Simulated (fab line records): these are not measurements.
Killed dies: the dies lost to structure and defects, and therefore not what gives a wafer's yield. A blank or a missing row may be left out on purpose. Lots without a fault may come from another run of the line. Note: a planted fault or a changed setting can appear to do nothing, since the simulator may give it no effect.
Chamber matching :: flow nand-harc :: 4 sister chambers for NHARC_A_WL_FILL_ALD_00 on ald-hk-01
The step deposits Al2O3, target thk 3 nm, pulse time 3 s, ald cycles 30. 4 wafers are shown with their chamber, then 9 later ones without.

== WAFERS WITH THEIR CHAMBER ==
wafer: L081.6
chamber: 1
heater-power-w (W): 449

wafer: L085.2
chamber: 3
heater-power-w (W): 453

wafer: L085.4
chamber: 2
heater-power-w (W): 448

wafer: L085.6
chamber: 0
heater-power-w (W): 478

== WAFERS WHOSE CHAMBER IS MISSING ==
wafer: L089.2
heater-power-w (W): 447

wafer: L089.4
heater-power-w (W): 448

wafer: L089.5
heater-power-w (W): 447

wafer: L087.2
heater-power-w (W): 457

wafer: L087.4
heater-power-w (W): 437

wafer: L087.6
heater-power-w (W): 458

wafer: L092.1
heater-power-w (W): 449

wafer: L092.3
heater-power-w (W): 434

wafer: L092.4
heater-power-w (W): 432

== WHICH CHAMBER EACH WENT THROUGH ==
wafer: L089.2
from the rows above: can't be placed: 2 or 1 or 3
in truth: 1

wafer: L089.4
from the rows above: can't be placed: 2 or 1 or 3
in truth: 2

wafer: L089.5
from the rows above: can't be placed: 2 or 1 or 3
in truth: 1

wafer: L087.2
from the rows above: can't be placed: 3 or 1 or 2
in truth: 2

wafer: L087.4
from the rows above: can't be placed: 2 or 1 or 3
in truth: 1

wafer: L087.6
from the rows above: can't be placed: 3 or 1 or 2 or 0
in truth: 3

wafer: L092.1
from the rows above: can't be placed: 1 or 2 or 3
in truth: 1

wafer: L092.3
from the rows above: can't be placed: 2 or 1 or 3
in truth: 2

wafer: L092.4
from the rows above: can't be placed: 2 or 1 or 3
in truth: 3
Correctly placed: 0 of 9. Unplaceable from these rows: 9, with the true chamber sitting among the candidates in 9. Wrongly placed: 0.
How it was worked out, from the rows above alone: a wafer's distance from a chamber is the root of the sum, over the readings, of the square of ((its reading less the chamber's mean) divided by the reading's scatter). The wafer belongs to the nearest chamber; if the next one is less than 2 further off, it can't be placed. For every chamber, the mean is computed from those of its wafers that are shown. The scatter: root of mean squared gap, hidden wafer to nearest shown wafer, with one shown wafer a chamber.
